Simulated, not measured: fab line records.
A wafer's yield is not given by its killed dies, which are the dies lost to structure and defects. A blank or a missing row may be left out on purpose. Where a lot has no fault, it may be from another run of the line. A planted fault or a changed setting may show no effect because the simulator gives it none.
8D (eight disciplines) problem report, filled in by code / flow n5Finfet / the parts of the form that need people (team, actions taken, sign-off) are left out

## 1. THE PROBLEM
At N5_BEOL_M2_COAT_67, spinSpeedRpm averages 1595.0 rpm over 9 wafers from 3 lots, while fault-free wafers read 1500.1 rpm, standard deviation 1.1. That puts it +86 standard deviations away from the usual mean.
The step: time 60 s, resist thk 60 nm.
The first sign was on wafer L595.3 at day 8 04:38, on lithoTrack-04. Wafers with a number at this step in the record: 31, from 11 lots. Rule for "out", or "out of limits": more than 4 standard deviations from the usual mean. The rest of the wafers with a number are treated as sound.

## 2. WHAT IT IS; WHAT IT IS NOT
question=which readings at this step | is=spinSpeedRpm | is not=chillPlateTempC, heaterPowerTotalW
question=which lots | is=L595, L598, L599 | is not=L591, L592, L593, L594, L607, L609, L612, L613
question=which wafers of those lots | is=all that have a number | is not=-
question=read on which tools | is=lithoTrack-04 | is not=lithoTrack-02, lithoTrack-03
question=when | is=from day 8 04:38 | is not=up to then (12 sound wafers); but 10 sound wafers of L607, L609, L612, L613 came after

## 3. WHAT RULES OUT EACH SUSPECT
Counting: a tool at any process step up to the reading remains a suspect when it ran all the lots that are out and ran no sound lot after the first of those.
- lithoTrack-04 at N5_BEOL_M2_COAT_67 (time 60 s, resist thk 60 nm): ruled out as a lasting fault. Following L595 (day 8 04:38), the first lot on it that is out, the sound lots L609, L612, L613 were run on it.
Left after counting: nothing in the record.

## 4. THE CAUSE (what the simulator had put in)
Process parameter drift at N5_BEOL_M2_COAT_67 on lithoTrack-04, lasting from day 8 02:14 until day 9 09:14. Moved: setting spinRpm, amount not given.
Counting ruled it out, wrongly.

## 5. SEQUENCE OF EFFECTS, ordered by route
One row per reading whose mean, taken over the struck wafers that have a number, lies over 3 standard deviations from the usual. Scope: only readings with a usual standard deviation given in the record; hours: median across lots of the time from each lot's start at the first step in this table that gives one to its start at this step; sigmas: change in usual standard deviations.
hours=0; step=N5_BEOL_M2_COAT_67; reading=spinSpeedRpm; usual=1500.1 rpm; on struck wafers=1595.0; change=+94.9; sigmas=+86
Here are the process steps it includes:
- N5_BEOL_M2_COAT_67: time 60 s, resist thk 60 nm.
Later steps that measure or inspect, where all struck wafers having a row at the step show a number for every such reading and not one has moved that far: N5_BEOL_M2_OVL_MEAS_29, N5_BEOL_M2_INSPECT_30, N5_BEOL_M4_RC_MEAS_101.

## 6. WHAT WOULD HAVE CAUGHT IT SOONER
2 hours passed between the start of the fault at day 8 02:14 and the first reading out of limits in this record, taken at day 8 04:38.
